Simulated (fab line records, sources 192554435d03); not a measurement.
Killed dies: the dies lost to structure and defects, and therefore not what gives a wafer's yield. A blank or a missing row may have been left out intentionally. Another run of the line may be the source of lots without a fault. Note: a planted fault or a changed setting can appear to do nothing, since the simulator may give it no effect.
The tool behind it: which one? :: flow n5 finfet :: Sampling: 12 lots, 35 wafers, 3 of 1938 route steps

== WHAT THE GAUGES SHOWED, per wafer ==
N5_BEOL_M13_INSPECT_55: inspects for defects (darkfield). Usual: 72 for raw defect count, sd 25.
lot: L268
measured: day 13 22:43
on: defect inspect-02
raw defect count: 72 89 101
flag: 

lot: L267
measured: day 14 02:56
on: defect inspect-02
raw defect count: 75 80 60
flag: 

lot: L270
measured: day 14 06:09
on: defect inspect-02
raw defect count: 82 82 88
flag: 

lot: L272
measured: day 14 16:02
on: defect inspect-02
raw defect count: 83 83 50
flag: 

lot: L273
measured: day 14 21:32
on: defect inspect-02
raw defect count: 111 122 86
flag: 

lot: L271
measured: day 15 01:40
on: defect inspect-02
raw defect count: 73 57 54
flag: 

lot: L275
measured: day 15 02:31
on: defect inspect-02
raw defect count: 41 42 55
flag: 

lot: L274
measured: day 15 05:01
on: defect inspect-01
raw defect count: 59 74 120
flag: 

lot: L280
measured: day 17 02:50
on: defect inspect-01
raw defect count: 65 73 57
flag: 

lot: L283
measured: day 17 20:10
on: defect inspect-02
raw defect count: 107 86
flag: 

lot: L287
measured: day 18 22:02
on: defect inspect-01
raw defect count: 99 85 61
flag: 

lot: L288
measured: day 19 12:32
on: defect inspect-01
raw defect count: 81 38 59
flag: 

N5_BEOL_M14_CD_MEAS_10 targets a cd of 250 nm. Usual: 250.3 nm for cd nm, sd 1.1.
lot: L268
measured: day 13 23:22
on: cd sem-03
cd nm (nm): 249.8 249.6 249.0
flag: 

lot: L267
measured: day 14 03:36
on: cd sem-01
cd nm (nm): 249.6 250.9 249.1
flag: 

lot: L270
measured: day 14 06:41
on: cd sem-01
cd nm (nm): 249.8 250.3 251.0
flag: 

lot: L272
measured: day 14 16:35
on: cd sem-01
cd nm (nm): 249.1 250.6 250.4
flag: 

lot: L273
measured: day 14 22:04
on: cd sem-03
cd nm (nm): 251.8 252.6 251.8
flag: 

lot: L271
measured: day 15 02:22
on: cd sem-01
cd nm (nm): 251.5 251.6 252.0
flag: 

lot: L275
measured: day 15 03:02
on: cd sem-02
cd nm (nm): 250.0 250.0 250.5
flag: 

lot: L274
measured: day 15 05:40
on: cd sem-03
cd nm (nm): 249.4 250.7 249.6
flag: 

lot: L280
measured: day 17 03:34
on: cd sem-02
cd nm (nm): 251.1 250.5 247.5
flag: 

lot: L283
measured: day 17 20:55
on: cd sem-03
cd nm (nm): 249.8 252.3
flag: 

lot: L287
measured: day 18 22:34
on: cd sem-03
cd nm (nm): 249.1 248.1 248.7
flag: 

lot: L288
measured: day 19 13:12
on: cd sem-02
cd nm (nm): 251.7 251.4 251.2
flag: 

N5_BEOL_M14_INSPECT_12: inspects for defects (macro). Usual: 2.3 for raw defect count, sd 1.5.
lot: L268
measured: day 13 23:25
on: defect inspect-01
raw defect count: 6 0 0
flag: 

lot: L267
measured: day 14 03:39
on: defect inspect-01
raw defect count: 3 2 2
flag: 

lot: L270
measured: day 14 06:44
on: defect inspect-01
raw defect count: 2 1 3
flag: 

lot: L272
measured: day 14 16:38
on: defect inspect-02
raw defect count: 2 1 6
flag: 

lot: L273
measured: day 14 22:08
on: defect inspect-01
raw defect count: 3 2 0
flag: 

lot: L271
measured: day 15 02:25
on: defect inspect-01
raw defect count: 3 5 3
flag: 

lot: L275
measured: day 15 03:05
on: defect inspect-01
raw defect count: 0 2 4
flag: 

lot: L274
measured: day 15 05:43
on: defect inspect-02
raw defect count: 3 2 0
flag: 

lot: L280
measured: day 17 03:37
on: defect inspect-02
raw defect count: 2 3 2
flag: 

lot: L283
measured: day 17 20:58
on: defect inspect-02
raw defect count: 2 1
flag: 

lot: L287
measured: day 18 22:37
on: defect inspect-02
raw defect count: 6 2 5
flag: 

lot: L288
measured: day 19 13:16
on: defect inspect-01
raw defect count: 5 4 2
flag: 

== EACH LOT AND THE TOOL THAT RAN IT (in order: tool; ch and the chambers of the sampled wafers; start) ==
The record holds no process step before these readings.

== AS READ BY THE TOOLS THEMSELVES (means over the sampled wafers that have a number; for cases with no such wafer, the mark the record gives instead) ==
The record holds no such reading with a usual standard deviation.

== THE ANSWER, worked out from the rows above alone ==
Rule: a lot counts as off when the mean over its wafers that have a number is more than 3 standard deviations away from the usual mean. A lot without any number at a reading at which 4 lots or more have one is off too. All remaining lots with rows at the step are treated as sound. After the gauges, taken in route order, come the tools' own readings; for these a lot's mean is taken, as printed above. The first step at which some lot is off is used, and at that step the reading that is off furthest; a lot without a number counts as furthest.
None of the lots is off at any reading shown; this tells nothing.

== WHAT HAD BEEN PUT IN BY THE SIMULATOR ==
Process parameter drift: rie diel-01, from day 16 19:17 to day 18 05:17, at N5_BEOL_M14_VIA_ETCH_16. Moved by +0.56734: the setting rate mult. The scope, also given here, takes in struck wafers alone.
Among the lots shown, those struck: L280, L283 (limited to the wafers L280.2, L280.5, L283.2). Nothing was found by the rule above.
